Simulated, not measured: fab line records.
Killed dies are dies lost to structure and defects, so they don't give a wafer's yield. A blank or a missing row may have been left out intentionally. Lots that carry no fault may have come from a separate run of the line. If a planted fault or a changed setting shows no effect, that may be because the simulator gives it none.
Code-filled problem report in 8D (eight disciplines) form -- flow n5Finfet -- the parts of the form that need people (team, actions taken, sign-off) are left out

## 1. PROBLEM STATEMENT
Wafers without a fault read 1500.1 rpm, standard deviation 0.96; spinSpeedRpm at N5_FIN_SAQP_COAT_50 reads a mean of 1536.1 rpm on 6 wafers belonging to 2 lots. Relative to the usual mean, that is a shift of +37 standard deviations.
The step: time 60 s, resist thk 35 nm.
Seen first at day 4 08:55 on lithoTrack-04, wafer L354.2. The record holds 33 wafers of 11 lots with a number at this step. The rule behind "out" and "out of limits": a value lying over 4 standard deviations away from the usual mean. The rest of the wafers with a number are treated as sound.

## 2. WHAT IT IS, AND WHAT IT ISN'T
question,is,is not
which readings at this step,spinSpeedRpm,-
which lots,"L354, L355","L344, L345, L346, L347, L348, L363, L364, L366, L367"
which wafers of those lots,all that have a number,-
read on which tools,lithoTrack-04,"lithoTrack-01, lithoTrack-05"
when,from day 4 08:55,"up to then (15 sound wafers); but 12 sound wafers of L363, L364, L366, L367 came after"

## 3. THE SUSPECTS, EACH WITH WHAT RULES IT OUT
Counting: a tool at a process step up to the reading stays a suspect if it ran every lot that is out and no sound lot after the first of them.
- pecvd-03 at N5_FIN_SAQP_PECVD_47 (deposits a-Si from SiH4/He, target thk 45 nm, time 36.3 s): ruled out as a lasting fault. Sound lots L363 ran on it after its first lot that is out, L354 (day 4 08:38).
- lithoTrack-04 at N5_FIN_SAQP_COAT_50 (time 60 s, resist thk 35 nm): ruled out as a lasting fault. Sound lots L366 ran on it after its first lot that is out, L354 (day 4 08:55).
Left after counting: nothing in the record.

## 4. THE CAUSE (what the simulator had put in)
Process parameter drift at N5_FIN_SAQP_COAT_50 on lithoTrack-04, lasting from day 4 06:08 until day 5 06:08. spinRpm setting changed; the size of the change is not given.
Counting ruled it out, wrongly.

## 5. SEQUENCE OF EFFECTS, ordered by route
Rows list readings where the struck wafers' mean (over those with a number) sits beyond 3 standard deviations from the usual. Readings are gone through only where the record gives a usual standard deviation; hours: the median, over the lots, of the time from a lot's start at the first step in this table giving one to that lot's start at this step; sigmas: the change measured in usual standard deviations.
hours,step,reading,usual,on struck wafers,change,sigmas
0,N5_FIN_SAQP_COAT_50,spinSpeedRpm,1500.1 rpm,1536.1,+36.0,+37
Here are the process steps it includes:
- N5_FIN_SAQP_COAT_50: time 60 s, resist thk 35 nm.
At these later measuring or inspecting steps, every struck wafer for which the step has a row has a number for every such reading, and none has moved that far: N5_FIN_SAQP_CD_MEAS_16, N5_BEOL_M4_RC_MEAS_101.

## 6. WHAT WOULD HAVE CAUGHT IT SOONER
The fault began at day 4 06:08; the first out-of-limits reading in this record came at day 4 08:55, 3 hours later.
